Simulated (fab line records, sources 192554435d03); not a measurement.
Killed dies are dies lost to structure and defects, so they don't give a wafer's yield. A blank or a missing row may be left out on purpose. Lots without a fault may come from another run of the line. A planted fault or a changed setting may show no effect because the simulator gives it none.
fab line records | flow n5_finfet | part 1 of 2: steps 1 to 3 of 6
record lots=24 wafers=72 last_day=17
route steps=1938 shown HKMG_FIN@400 GATE_CUT@469
lots that met no fault: from a run of the same line without faults
start_h: hours from the record's first day to the start of the lot's first wafer shown | wait_h: hours since the lot's step before | " the same as in the row above | L1.1+2: a row that stands for several wafers | - no value, or no start given | * or withheld: withheld | < > ~ a bound
route shown NAME@n: a module of which the file shows steps, and the number in the route of the first | usual: mean/standard deviation of fault-free wafers | same: alike in all rows | chamber/n: place in a boat | sites: the reading at each site | _std_site: their standard deviation | _edge_site: outer sites' mean less inner sites' | radius_mm: how far each site lies from the wafer's centre | mask NAME#n: copy n | behind: the tool/chamber that last shaped the wafer | hold: why the lot was held/for how many hours/how that ended | device: the transistor (n, p or np) that didn't switch | end of line: the same wafers' tests at the end of the route | a step without rows: its recipe alone | killed: dies lost to structure and defects at the first sort, not the wafer's yield | map: a wafer's dies, x killed, . not, _ none there
set.NAME: the setting as run; set.NAME@STEP: as run at that earlier step | model.NAME: the simulator's own value behind a step, which no gauge read
steps of the route over a sample of lots; a table a step, a row a wafer
services: from which hour (start_h, from the record's first day; less than 0 if before it) a tool's chamber was out of use, for how many hours, and why
## steps
# step N5_HKMG_FIN_INSPECT_61
# recipe mode=adi inspect_instrument=macro
# usual raw_defect_count=2.1/1.3
# columns lot.wafer tool chamber start_h wait_h raw_defect_count
L074.2 defect_inspect-02 - 74.46 0.0 2
L074.4 " - " " 4
L074.5 " - " " 0
L075.1 defect_inspect-02 - 76.59 0.0 3
L075.2 " - " " 1
L075.5 " - " " 2
L076.3 defect_inspect-02 - 83.55 0.0 0
L076.5 " - " " 3
L076.6 " - " " 3
L077.2 defect_inspect-02 - 89.24 0.0 1
L077.3 " - " " 3
L077.4 " - " " 4
L078.2 defect_inspect-01 - 96.09 0.0 2
L078.3 " - " " 3
L078.4 " - " " 2
L079.2 defect_inspect-01 - 103.02 0.0 1
L079.3 " - " " 1
L079.6 " - " " 1
L080.3 defect_inspect-01 - 110.51 0.0 2
L080.4 " - " " 2
L080.6 " - " " 3
L081.3 defect_inspect-02 - 114.00 0.0 1
L081.4 " - " " 3
L081.6 " - " " 2
L082.1 defect_inspect-01 - 117.33 0.0 2
L082.2 " - " " 5
L082.3 " - " " 3
L083.2 defect_inspect-02 - 123.72 0.0 1
L083.5 " - " " 3
L083.6 " - " " 4
L084.2 defect_inspect-02 - 131.15 0.0 2
L084.3 " - " " 1
L084.4 " - " " 1
L085.1 defect_inspect-02 - 140.76 0.0 0
L085.4 " - " " 3
L085.5 " - " " 1
L086.1 defect_inspect-02 - 147.92 0.0 2
L086.2 " - " " 0
L086.6 " - " " 4
L088.2 defect_inspect-02 - 157.45 0.0 3
L088.5 " - " " 0
L088.6 " - " " 3
L087.1 defect_inspect-02 - 157.49 0.0 1
L087.2 " - " " 3
L087.4 " - " " 2
L089.1 defect_inspect-02 - 170.33 0.0 1
L089.4 " - " " 1
L089.6 " - " " 2
L090.1 defect_inspect-02 - 176.69 0.0 3
L090.3 " - " " 5
L090.5 " - " " 5
L091.2 defect_inspect-02 - 180.49 0.0 3
L091.4 " - " " 3
L091.6 " - " " 2
L092.2 defect_inspect-02 - 185.44 0.0 0
L092.4 " - " " 2
L092.6 " - " " 2
L093.2 defect_inspect-02 - 188.21 0.0 3
L093.3 " - " " 4
L093.5 " - " " 0
L094.1 defect_inspect-02 - 196.25 0.0 1
L094.5 " - " " 4
L094.6 " - " " 2
L095.1 defect_inspect-01 - 198.86 0.0 4
L095.2 " - " " 2
L095.5 " - " " 2
L096.2 defect_inspect-02 - 209.21 0.0 2
L096.4 " - " " 3
L096.6 " - " " 2
L097.3 defect_inspect-01 - 211.13 0.0 1
L097.5 " - " " 2
L097.6 " - " " 1
# step N5_HKMG_FIN_STRIP_57
# recipe chemistry=CF4 resist=SiARC power_w=300 bias_power_w=75 pressure_mtorr=50 cf4_flow_sccm=150 rf_frequency_hz=6e+07
# usual bias_power_w=75.02/0.21 drypump_motor_current_A=5.5/0.37 oes_product_au=0.78/0.084 rf_vpp_V=270.8/1.6 showerhead_plenum_p_Torr=1.77/0.062 throttle_valve_pct=13.60/0.28
# columns lot.wafer tool chamber start_h wait_h bias_power_w drypump_motor_current_A oes_product_au rf_hours_counter_h rf_vpp_V showerhead_plenum_p_Torr throttle_valve_pct
L074.2 rie_diel-01 2 74.88 0.0 74.59 5.4 0.88 32 271.9 1.82 13.31
L074.4 " 3 " " 75.48 6.0 0.73 168 271.9 1.85 13.63
L074.5 " 1 " " 74.90 5.2 0.78 - 272.4 1.79 13.56
L075.1 rie_diel-05 1 76.90 0.0 74.84 5.6 0.84 36 271.0 1.75 13.20
L075.2 " 3 " " 75.04 5.0 0.72 185 273.7 1.87 13.75
L075.5 " 1 " " 74.76 5.5 0.85 - 269.3 1.75 13.20
L076.3 rie_diel-05 3 83.87 0.0 75.22 5.0 0.71 188 272.3 1.87 13.76
L076.5 " 0 " " 75.08 4.9 0.72 - 268.6 1.75 13.84
L076.6 " 1 " " 74.81 5.6 0.85 - 271.0 1.75 13.22
L077.2 rie_diel-05 0 89.55 0.0 75.05 4.9 0.72 168 269.5 1.75 13.83
L077.3 " 2 " " 74.99 5.7 0.79 114 267.9 1.67 13.85
L077.4 " 3 " " 74.87 5.0 0.71 190 271.7 1.86 13.75
L078.2 rie_diel-01 0 96.79 0.0 74.99 6.0 0.97 8 271.4 1.78 13.29
L078.3 " 3 " " 75.51 5.9 0.72 176 272.1 1.85 13.65
L078.4 " 1 " " 75.10 5.2 0.78 122 271.3 1.79 13.57
L079.2 rie_diel-01 2 103.36 0.0 74.91 5.4 0.87 43 270.7 1.82 13.33
L079.3 " 3 " " 74.90 5.9 0.72 178 273.6 1.85 13.66
L079.6 " 3 " " 75.07 5.9 0.72 - 271.5 1.85 13.65
L080.3 rie_diel-05 3 110.84 0.0 74.90 5.0 0.70 196 274.1 1.86 13.78
L080.4 " 2 " " 75.44 5.7 0.79 121 269.4 1.67 13.87
L080.6 " 2 " " 75.46 5.7 0.78 - 267.6 1.67 13.87
L081.3 rie_diel-05 1 114.31 0.0 74.72 5.6 0.84 50 271.3 1.74 13.24
L081.4 " 0 " " 74.40 4.8 0.71 176 269.5 1.74 13.84
L081.6 " 2 " " 74.88 5.7 0.79 - 267.7 1.67 13.88
L082.1 rie_diel-05 3 117.65 0.0 74.99 5.0 0.71 198 271.3 1.86 13.78
L082.2 " 0 " " 74.83 4.9 0.71 177 268.7 1.74 13.88
L082.3 " 1 " " 74.87 5.5 0.84 52 269.5 1.74 13.24
L083.2 rie_diel-01 2 124.03 0.0 75.10 5.4 0.86 49 272.8 1.82 13.32
L083.5 " 0 " " 74.93 6.0 0.94 - 271.1 1.78 13.32
L083.6 " 3 " " 75.15 5.9 0.73 - 271.3 1.84 13.69
L084.2 rie_diel-01 2 131.47 0.0 75.02 5.4 0.85 52 271.1 1.82 13.35
L084.3 " 1 " " 75.35 5.2 0.76 134 272.1 1.78 13.61
L084.4 " 3 " " 75.32 5.9 0.71 187 271.9 1.84 13.67
L085.1 rie_diel-04 1 141.20 0.0 75.03 5.6 0.69 225 268.3 1.68 13.67
L085.4 " 3 " " 75.18 5.1 0.67 244 273.3 1.83 13.54
L085.5 " 2 " " 75.00 5.7 0.71 - 272.8 1.84 13.96
L086.1 rie_diel-04 2 148.27 0.0 74.82 5.7 0.71 222 272.5 1.84 13.96
L086.2 " 1 " " 74.94 5.6 0.69 227 270.8 1.68 13.64
L086.6 " 1 " " 74.83 5.6 0.70 - 268.8 1.68 13.67
L088.2 rie_diel-04 2 157.77 0.0 74.97 5.7 0.70 226 272.4 1.84 13.97
L088.5 " 2 " " 74.79 5.7 0.70 - 270.2 1.84 13.99
L088.6 " 3 " " 75.24 5.1 0.68 - 272.1 1.83 13.56
L087.1 rie_diel-05 2 158.19 0.0 74.98 5.7 0.78 139 268.3 1.67 13.92
L087.2 " 3 " " 74.97 5.0 0.69 213 271.2 1.86 13.80
L087.4 " 0 " " 74.94 4.8 0.70 188 268.6 1.74 13.90
L089.1 rie_diel-04 2 170.68 0.0 75.24 5.7 0.69 232 272.0 1.84 13.99
L089.4 " 2 " " 75.21 5.7 0.69 - 272.3 1.84 14.01
L089.6 " 0 " " 74.82 6.0 0.93 - 272.5 1.81 13.10
L090.1 rie_diel-01 3 177.00 0.0 74.92 5.9 0.70 204 271.3 1.84 13.72
L090.3 " 2 " " 75.03 5.4 0.83 68 273.3 1.81 13.38
L090.5 " 0 " " 75.08 6.0 0.90 - 270.3 1.77 13.34
L091.2 rie_diel-05 0 181.12 0.0 75.36 4.9 0.69 194 269.7 1.74 13.91
L091.4 " 1 " " 75.20 5.6 0.81 73 269.5 1.74 13.31
L091.6 " 2 " " 75.10 5.7 0.77 - 268.4 1.66 13.95
L092.2 rie_diel-01 2 185.80 0.0 75.39 5.4 0.83 72 271.4 1.81 13.39
L092.4 " 0 " " 74.90 6.0 0.90 41 269.8 1.77 13.37
L092.6 " 3 " " 75.06 6.0 0.70 - 271.9 1.84 13.70
L093.2 rie_diel-04 0 188.52 0.0 75.37 6.0 0.91 14 271.3 1.81 13.12
L093.3 " 2 " " 74.88 5.7 0.69 242 272.2 1.84 14.01
L093.5 " 0 " " 75.16 6.0 0.91 - 272.1 1.81 13.12
L094.1 rie_diel-05 2 196.57 0.0 75.04 5.7 0.76 152 268.9 1.66 13.95
L094.5 " 1 " " 75.19 5.6 0.80 - 270.2 1.74 13.30
L094.6 " 2 " " 75.04 5.7 0.76 - 267.5 1.66 13.96
L095.1 rie_diel-01 1 199.18 0.0 75.58 5.2 0.74 159 271.3 1.78 13.66
L095.2 " 0 " " 75.02 6.0 0.89 46 269.8 1.77 13.39
L095.5 " 0 " " 75.24 6.0 0.88 - 270.5 1.77 13.37
L096.2 rie_diel-04 3 209.52 0.0 75.20 5.0 0.90 9 272.0 1.82 12.96
L096.4 " 3 " " 75.18 5.0 0.90 - 272.4 1.82 12.97
L096.6 " 0 " " 74.99 6.0 0.88 - 270.8 1.81 13.12
L097.3 rie_diel-05 1 211.66 0.0 74.73 5.5 0.80 82 270.2 1.74 13.33
L097.5 " 1 " " 74.98 5.6 0.80 - 269.7 1.74 13.33
L097.6 " 0 " " 74.77 4.8 0.69 - 270.1 1.74 13.95
# step N5_HKMG_FIN_ETCH_35
# recipe chemistry=N2/H2 target=SOC target_depth_a=2158 ion_energy_ev=65 bias_w=5 source_w=3000 time_s=243.4 pressure_mtorr=30 n2_flow_sccm=200 h2_flow_sccm=200
# usual drypump_motor_current_A=5.5/0.37 oes_product_au=0.80/0.094 rf_vpp_V=141.5/1 showerhead_plenum_p_Torr=2.53/0.092 throttle_valve_pct=17.81/0.28
# columns lot.wafer tool chamber start_h wait_h drypump_motor_current_A oes_product_au rf_hours_counter_h rf_vpp_V showerhead_plenum_p_Torr throttle_valve_pct
L074.2 rie_diel-05 0 78.35 0.0 4.9 0.74 164 141.0 2.45 18.03
L074.4 " 1 " " 5.6 0.82 36 140.2 2.49 17.57
L074.5 " 1 " " 5.6 0.83 - 140.4 2.49 17.57
L075.1 rie_diel-05 2 80.32 0.0 5.7 0.83 109 140.7 2.37 18.32
L075.2 " 3 " " 5.1 0.75 186 141.9 2.62 17.70
L075.5 " 2 " " 5.7 0.83 - 140.4 2.37 18.30
L076.3 rie_diel-05 2 87.31 0.0 5.7 0.82 113 140.4 2.37 18.31
L076.5 " 3 " " 5.0 0.75 - 142.6 2.62 17.70
L076.6 " 2 " " 5.7 0.83 - 140.2 2.37 18.31
L077.2 rie_diel-05 0 93.36 0.0 4.9 0.74 170 141.1 2.45 18.05
L077.3 " 3 " " 5.0 0.75 191 142.3 2.62 17.71
L077.4 " 1 " " 5.6 0.82 44 140.2 2.48 17.59
L078.2 rie_diel-04 2 100.25 0.0 5.7 0.71 205 142.0 2.59 17.96
L078.3 " 0 " " 6.0 0.67 235 141.8 2.61 17.81
L078.4 " 1 " " 5.6 0.70 210 140.4 2.43 18.03
L079.2 rie_diel-05 1 106.83 0.0 5.6 0.81 49 140.4 2.48 17.61
L079.3 " 2 " " 5.7 0.82 120 139.8 2.37 18.31
L079.6 " 1 " " 5.6 0.81 - 139.4 2.48 17.61
L080.3 rie_diel-01 3 114.33 0.0 5.9 0.72 181 142.3 2.64 17.98
L080.4 " 0 " " 6.0 0.95 14 143.1 2.48 17.52
L080.6 " 2 " " 5.4 0.90 - 141.8 2.57 17.54
L081.3 rie_diel-01 3 117.67 0.0 5.9 0.71 182 142.9 2.64 17.97
L081.4 " 1 " " 5.2 0.76 129 140.9 2.55 17.88
L081.6 " 1 " " 5.2 0.76 - 141.4 2.55 17.88
L082.1 rie_diel-05 3 121.14 0.0 5.0 0.73 200 142.2 2.62 17.72
L082.2 " 0 " " 4.9 0.73 179 140.5 2.44 18.07
L082.3 " 2 " " 5.7 0.81 125 141.4 2.36 18.34
L083.2 rie_diel-05 2 127.53 0.0 5.7 0.82 128 139.9 2.36 18.35
L083.5 " 2 " " 5.7 0.80 - 140.6 2.36 18.36
L083.6 " 3 " " 5.0 0.73 - 142.8 2.61 17.74
L084.2 rie_diel-01 2 134.93 0.0 5.4 0.87 53 142.0 2.57 17.54
L084.3 " 1 " " 5.2 0.75 135 140.5 2.54 17.88
L084.4 " 0 " " 6.0 0.91 22 140.7 2.47 17.52
L085.1 rie_diel-01 2 144.57 0.0 5.4 0.88 56 143.1 2.57 17.57
L085.4 " 1 " " 5.2 0.75 138 142.7 2.54 17.90
L085.5 " 0 " " 6.0 0.91 - 140.5 2.47 17.52
L086.1 rie_diel-01 3 152.11 0.0 5.9 0.71 195 140.9 2.64 18.00
L086.2 " 0 " " 6.0 0.91 28 140.3 2.47 17.52
L086.6 " 0 " " 6.0 0.91 - 140.3 2.47 17.52
L088.2 rie_diel-01 1 161.16 0.0 5.2 0.74 144 140.7 2.54 17.89
L088.5 " 1 " " 5.2 0.75 - 141.8 2.54 17.90
L088.6 " 2 " " 5.4 0.87 - 142.1 2.57 17.56
L087.1 rie_diel-04 1 161.76 0.0 5.6 0.68 233 141.4 2.42 18.08
L087.2 " 0 " " 6.0 0.98 0 142.0 2.60 17.45
L087.4 " 2 " " 5.7 0.68 - 140.4 2.58 18.01
L089.1 rie_diel-05 0 174.20 0.0 4.9 0.71 192 142.6 2.44 18.08
L089.4 " 2 " " 5.7 0.79 144 140.1 2.36 18.39
L089.6 " 3 " " 5.0 0.72 - 141.2 2.61 17.76
L090.1 rie_diel-04 0 180.54 0.0 6.0 0.93 9 143.7 2.60 17.47
L090.3 " 2 " " 5.7 0.68 237 141.6 2.58 18.02
L090.5 " 1 " " 5.6 0.68 - 140.1 2.41 18.07
L091.2 rie_diel-01 2 184.38 0.0 5.4 0.85 71 141.2 2.56 17.59
L091.4 " 3 " " 5.9 0.71 207 143.9 2.63 18.02
L091.6 " 1 " " 5.2 0.73 - 140.8 2.54 17.93
L092.2 rie_diel-01 0 189.30 0.0 6.0 0.88 42 142.0 2.46 17.55
L092.4 " 2 " " 5.4 0.84 73 141.9 2.56 17.60
L092.6 " 2 " " 5.4 0.85 - 143.1 2.56 17.59
L093.2 rie_diel-05 3 191.87 0.0 5.0 0.71 225 142.6 2.60 17.76
L093.3 " 1 " " 5.5 0.78 76 143.6 2.47 17.65
L093.5 " 0 " " 4.8 0.71 - 140.6 2.44 18.10
L094.1 rie_diel-04 2 200.28 0.0 5.7 0.68 247 142.5 2.58 18.03
L094.5 " 2 " " 5.7 0.67 - 142.2 2.58 18.02
L094.6 " 3 " " 5.1 0.97 - 140.0 2.62 17.38
L095.1 rie_diel-04 2 202.93 0.0 5.7 0.68 249 140.9 2.57 18.01
L095.2 " 3 " " 5.0 0.97 6 142.4 2.62 17.37
L095.5 " 2 " " 5.7 0.68 - 141.9 2.58 18.02
L096.2 rie_diel-04 3 214.33 0.0 5.0 0.94 12 142.6 2.62 17.40
L096.4 " 0 " " 6.0 0.89 - 143.1 2.59 17.50
L096.6 " 3 " " 5.0 0.94 - 140.1 2.62 17.39
L097.3 rie_diel-04 3 215.41 0.0 5.1 0.93 12 141.5 2.62 17.38
L097.5 " 1 " " 5.6 0.99 - 142.7 2.73 17.72
L097.6 " 0 " " 6.0 0.89 - 141.9 2.59 17.51
